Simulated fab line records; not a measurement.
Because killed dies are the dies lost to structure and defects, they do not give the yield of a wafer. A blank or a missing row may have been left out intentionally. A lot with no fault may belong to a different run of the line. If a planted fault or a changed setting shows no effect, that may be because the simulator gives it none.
2 desks, one fault | flow n5_finfet | each desk holds nothing but its own numbers, with what lay behind them at the end

== THE DEFECT DESK ==
Inspection counts along the route, by lot: the mean over sampled wafers that carry a number. Marked OUT: a lot whose mean sits more than 4 standard deviations from the usual mean, which makes it out of limits; the brackets give that distance.
Columns: A = raw_defect_count at N5_STI_FIN_REVEAL_INSPECT_13, usual 10
lot  | first seen here | A
L701 | day 2 14:37     | 11
L702 | day 2 20:32     | 9
L703 | day 3 02:06     | 15
L707 | day 4 02:55     | 11
L713 | day 5 15:28     | 723 (+99 or more) OUT
L716 | day 6 07:09     | 723 (+99 or more) OUT
L718 | day 6 18:49     | 15
L720 | day 7 09:50     | 14
L723 | day 8 04:49     | 8
This desk's verdict: out of limits on L713, L716, starting with L713 at day 5 15:28 (raw_defect_count at N5_STI_FIN_REVEAL_INSPECT_13). L701, L702, L703, L707, L718, L720, L723 stayed within limits.

== THE METROLOGY DESK ==
Lot by lot, what the gauges showed, no matter which tool ran the lot: averages of those sampled wafers that carry a number. Marked OUT: a lot whose mean sits more than 4 standard deviations from the usual mean, which makes it out of limits; the brackets give that distance. 7 of its 11 readings are shown, namely those furthest out on some lot.
Columns: A = thk_nm at N5_DUMMY_GATE_THK_MEAS_05, usual 72.2 nm; B = DIBL_P at N5_BEOL_M4_RC_MEAS_101, usual 35.4 mV/V; C = IOFF_P at N5_BEOL_M4_RC_MEAS_101, usual 0.20 nA/um; D = ION_N at N5_BEOL_M4_RC_MEAS_101, usual 672 uA/um; E = ION_P at N5_BEOL_M4_RC_MEAS_101, usual 461 uA/um; F = SS_P at N5_BEOL_M4_RC_MEAS_101, usual 73.1 mV/dec; G = VT_P at N5_BEOL_M4_RC_MEAS_101, usual -251 mV
lot  | first seen here | A    | B    | C    | D   | E   | F    | G
L701 | day 2 18:47     | 72.6 | 38.0 | 0.24 | 679 | 467 | 73.9 | -246
L702 | day 3 00:42     | 70.8 | 33.6 | 0.17 | 663 | 458 | 73.1 | -252
L703 | day 3 06:51     | 71.6 | 35.2 | 0.24 | 673 | 464 | 73.6 | -247
L707 | day 4 08:55     | 73.1 | 36.6 | 0.23 | 679 | 467 | 72.6 | -247
L713 | day 5 19:39     | 71.5 | 34.4 | 0.16 | 654 | 446 | 73.1 | -256
L716 | day 6 11:20     | 71.9 | 35.6 | 0.19 | 670 | 454 | 73.2 | -254
L718 | day 6 23:29     | 72.1 | 33.3 | 0.19 | 672 | 465 | 73.3 | -250
L720 | day 7 14:01     | 72.0 | 33.8 | 0.18 | 670 | 459 | 72.7 | -253
L723 | day 8 10:59     | 72.2 | 35.5 | 0.18 | 668 | 459 | 72.7 | -251
This desk's verdict: no lot among the 9 shows anything out of limits.

== BROUGHT TOGETHER ==
The defect desk could have raised an alarm at day 5 15:28, on L713, L716.
The metrology desk saw nothing out of limits.
The metrology desk holds a record of L713, L716, inside its limits.
Every lot named ran N5_STI_FIN_REVEAL_PRECLEAN_29 on wet_bench-05.

== WHAT THE SIMULATOR HAD INSERTED ==
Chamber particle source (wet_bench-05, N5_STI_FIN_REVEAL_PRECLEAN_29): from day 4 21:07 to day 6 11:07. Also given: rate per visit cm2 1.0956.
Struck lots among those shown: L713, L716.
Hours from the fault's start to each desk's first reading out of limits: the defect desk, 18.
